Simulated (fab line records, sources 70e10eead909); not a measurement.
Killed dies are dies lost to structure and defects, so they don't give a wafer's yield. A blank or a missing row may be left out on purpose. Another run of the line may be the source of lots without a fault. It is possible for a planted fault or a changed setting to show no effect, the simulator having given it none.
Which of the tools did it? | flow nand-harc | Sampling: 11 lots, 33 wafers, 5 of 1159 route steps

== WHAT THE GAUGES READ, wafer by wafer ==
NHARC_END_SORT_01. Usual: killed-at-array 29, standard deviation 11; killed-at-other 0.7, standard deviation 1.1; killed-at-periphery 3.1, standard deviation 2; killed-dies 33, standard deviation 11; killed-open 3.5, standard deviation 1.8; killed-short 2.0, standard deviation 1.4.
lot  | measured     | on        | killed-at-array | killed-at-other | killed-at-periphery | killed-dies | killed-open | killed-short | flag
L714 | day 23 19:23 | prober-01 | 59 128 41       | 0 0 0           | 4 5 5               | 63 133 46   | 2 5 1       | 1 1 2        | OFF

== TOOL THAT RAN EACH LOT (tool first, then ch and the chambers of the sampled wafers, then the start) ==
lot  | NHARC_A_SGD_CUT_ETCH_58            | NHARC_A_M1_PRE_CLEAN_30                 | NHARC_A_M1_DEP_33               | NHARC_A_BONDPAD_PVD_17
L698 | rie-diel-09 ch 0,1,2, day 13 22:54 | pvd-sputter-01, day 17 23:45 or earlier | pecvd-01 ch 0,2, day 17 23:45   | pvd-sputter-01, no start
L700 | rie-diel-09 ch 1,2, day 14 14:17   | pvd-sputter-02, day 18 10:34 or earlier | pecvd-04 ch 0,1, day 18 10:34   | pvd-sputter-03, no start
L701 | rie-diel-08 ch 0,2,3, day 14 15:12 | pvd-sputter-01, day 18 15:42 or earlier | pecvd-02 ch 1,2, day 18 15:42   | pvd-sputter-01, no start
L699 | rie-diel-09 ch 0,1, day 14 15:31   | pvd-sputter-01, day 18 10:14 or earlier | pecvd-04 ch 0,1,2, day 18 10:14 | pvd-sputter-02, no start
L703 | rie-diel-10 ch 0,2,3, day 14 16:50 | pvd-sputter-01, day 18 14:19 or earlier | pecvd-02 ch 0,1, day 18 14:19   | pvd-sputter-02, no start
L702 | rie-diel-08 ch 0,1, day 14 17:07   | pvd-sputter-02, day 18 05:20 or earlier | pecvd-02 ch 0,1, day 18 05:20   | pvd-sputter-03, no start
L704 | rie-diel-10 ch 0,1,3, day 14 18:18 | pvd-sputter-01, day 18 11:32 or earlier | pecvd-04 ch 0,2, day 18 11:32   | pvd-sputter-03, no start
L714 | rie-diel-08 ch 0,1,3, day 17 23:29 | pvd-sputter-03, day 22 01:01 or earlier | pecvd-02 ch 0,1, day 22 01:01   | pvd-sputter-03, day 23 19:23 or earlier
L719 | rie-diel-09 ch 0,1, day 18 10:23   | pvd-sputter-02, day 22 15:14 or earlier | pecvd-01 ch 0,1, day 22 15:14   | pvd-sputter-02, no start
L718 | rie-diel-10 ch 0,1,3, day 18 11:51 | pvd-sputter-03, day 22 18:25 or earlier | pecvd-04 ch 0,1,2, day 22 18:25 | pvd-sputter-03, no start
L721 | rie-diel-10 ch 1,2, day 19 20:57   | pvd-sputter-03, day 23 18:13 or earlier | pecvd-01 ch 0,1,2, day 23 18:13 | pvd-sputter-02, no start
- NHARC_A_SGD_CUT_ETCH_58: etches the open film in CF4, target depth 39 nm, time 65 s.
- NHARC_A_M1_PRE_CLEAN_30: time 30 s.
- NHARC_A_M1_DEP_33: deposits SiCN, target thk 30 nm.
- NHARC_A_BONDPAD_PVD_17: deposits TaN, target thk 5 nm, time 8.06 s.

== AS READ BY THE TOOLS THEMSELVES (means over the sampled wafers that have a number; for cases with no such wafer, the mark the record gives instead) ==
NHARC_A_SGD_CUT_ETCH_58. Usual: cf4-flow-sccm 150.0 sccm, standard deviation 0.49; drypump-motor-current-A 5.7 A, standard deviation 0.48; oes-product-au 1.000 a.u., standard deviation 0.01; rf-vpp-V 151.5 V, standard deviation 1.4; showerhead-plenum-p-Torr 1.78 Torr, standard deviation 0.092; throttle-valve-pct 13.285 %, standard deviation 0.0081.
lot  | tool        | cf4-flow-sccm (sccm) | drypump-motor-current-A (A) | oes-product-au (a.u.) | rf-vpp-V (V) | showerhead-plenum-p-Torr (Torr) | throttle-valve-pct (%) | flag
L698 | rie-diel-09 | 150.2                | 6.1                         | 0.995                 | 150.6        | 1.81                            | 13.287                 |
L700 | rie-diel-09 | 150.3                | 6.0                         | 0.999                 | 152.9        | 1.86                            | 13.284                 |
L701 | rie-diel-08 | 150.2                | 5.8                         | 0.987                 | 151.0        | 1.72                            | 13.290                 |
L699 | rie-diel-09 | 150.0                | 6.1                         | 0.991                 | 151.0        | 1.73                            | 13.281                 |
L703 | rie-diel-10 | 150.1                | 5.5                         | 1.004                 | 151.2        | 1.77                            | 13.282                 |
L702 | rie-diel-08 | 150.5                | 5.7                         | 0.999                 | 152.3        | 1.86                            | 13.279                 |
L704 | rie-diel-10 | 149.9                | 5.3                         | 1.007                 | 150.4        | 1.78                            | 13.287                 |
L714 | rie-diel-08 | 149.9                | 5.8                         | 1.004                 | 151.9        | 1.79                            | 13.285                 |
L719 | rie-diel-09 | 149.5                | 6.1                         | 1.004                 | 152.1        | 1.78                            | 13.288                 |
L718 | rie-diel-10 | 150.2                | 5.3                         | 1.010                 | 151.0        | 1.78                            | 13.287                 |
L721 | rie-diel-10 | 149.7                | 5.4                         | 1.007                 | 151.2        | 1.75                            | 13.281                 |

NHARC_A_M1_PRE_CLEAN_30. Usual: 436 W for heater-power-w, sd 52.
lot  | tool           | heater-power-w (W) | flag
L698 | pvd-sputter-01 | 489                |
L700 | pvd-sputter-02 | 392                |
L701 | pvd-sputter-01 | 464                |
L699 | pvd-sputter-01 | 478                |
L703 | pvd-sputter-01 | 436                |
L702 | pvd-sputter-02 | 417                |
L704 | pvd-sputter-01 | 463                |
L714 | pvd-sputter-03 | 401                |
L719 | pvd-sputter-02 | 392                |
L718 | pvd-sputter-03 | 409                |
L721 | pvd-sputter-03 | 417                |

NHARC_A_M1_DEP_33. Usual: 611 W for heater-power-w, sd 52.
lot  | tool     | heater-power-w (W) | flag
L698 | pecvd-01 | 593                |
L700 | pecvd-04 | 625                |
L701 | pecvd-02 | 574                |
L699 | pecvd-04 | 658                |
L703 | pecvd-02 | 563                |
L702 | pecvd-02 | 542                |
L704 | pecvd-04 | 676                |
L714 | pecvd-02 | 515                |
L719 | pecvd-01 | 580                |
L718 | pecvd-04 | 650                |
L721 | pecvd-01 | 601                |

NHARC_A_BONDPAD_PVD_17. Usual: substrate-temp-c 50.00 C, standard deviation 0.11; throttle-valve-pct 30.6 %, standard deviation 0.82.
lot  | tool           | substrate-temp-c (C) | throttle-valve-pct (%) | flag
L698 | pvd-sputter-01 | 50.11                | 31.0                   |
L700 | pvd-sputter-03 | 49.94                | 30.5                   |
L701 | pvd-sputter-01 | 49.92                | 30.2                   |
L699 | pvd-sputter-02 | 49.97                | 30.9                   |
L703 | pvd-sputter-02 | 49.97                | 30.9                   |
L702 | pvd-sputter-03 | 49.95                | 30.6                   |
L704 | pvd-sputter-03 | 49.98                | 31.0                   |
L714 | pvd-sputter-03 | 50.18                | 30.9                   |
L719 | pvd-sputter-02 | 50.00                | 31.3                   |
L718 | pvd-sputter-03 | 50.03                | 30.9                   |
L721 | pvd-sputter-02 | 50.04                | 31.0                   |

== THE ANSWER, worked out from the rows above alone ==
Rule: a lot is off if the mean of its wafers that have a number lies more than 3 standard deviations from the usual mean. Also off: a lot with no number at a reading for which 4 or more lots have one. Where the step has rows for the other lots, those lots are counted as sound. First the gauges in route order, then the tools' own readings, where a lot's mean is used as printed above. The first step at which some lot is off is used, and at that step the reading that is off furthest; a lot without a number counts as furthest.
Off, at NHARC_END_SORT_01 on killed-dies: L714. Neither off nor sound, because the step has no rows for them: L698, L700, L701, L699, L703, L702, L704, L719, L718, L721.
A tool fits if, at a process step before that reading, it ran every lot that is off, and no sound lot after the first of them. Gauges at NHARC_END_SORT_01: tried the same way as those tools. Because NHARC_A_M1_PRE_CLEAN_30 lacks a start for some lots, the hours and order of its lots are taken from NHARC_A_M1_DEP_33. Because NHARC_A_BONDPAD_PVD_17 lacks a start for some lots, the hours and order of its lots are taken from NHARC_END_SORT_01. Can't be told from this: 4 tools fit, rie-diel-08 at NHARC_A_SGD_CUT_ETCH_58, pvd-sputter-03 at NHARC_A_M1_PRE_CLEAN_30 and NHARC_A_BONDPAD_PVD_17, pecvd-02 at NHARC_A_M1_DEP_33, prober-01 at NHARC_END_SORT_01.

== WHAT WAS PUT IN BY THE SIMULATOR ==
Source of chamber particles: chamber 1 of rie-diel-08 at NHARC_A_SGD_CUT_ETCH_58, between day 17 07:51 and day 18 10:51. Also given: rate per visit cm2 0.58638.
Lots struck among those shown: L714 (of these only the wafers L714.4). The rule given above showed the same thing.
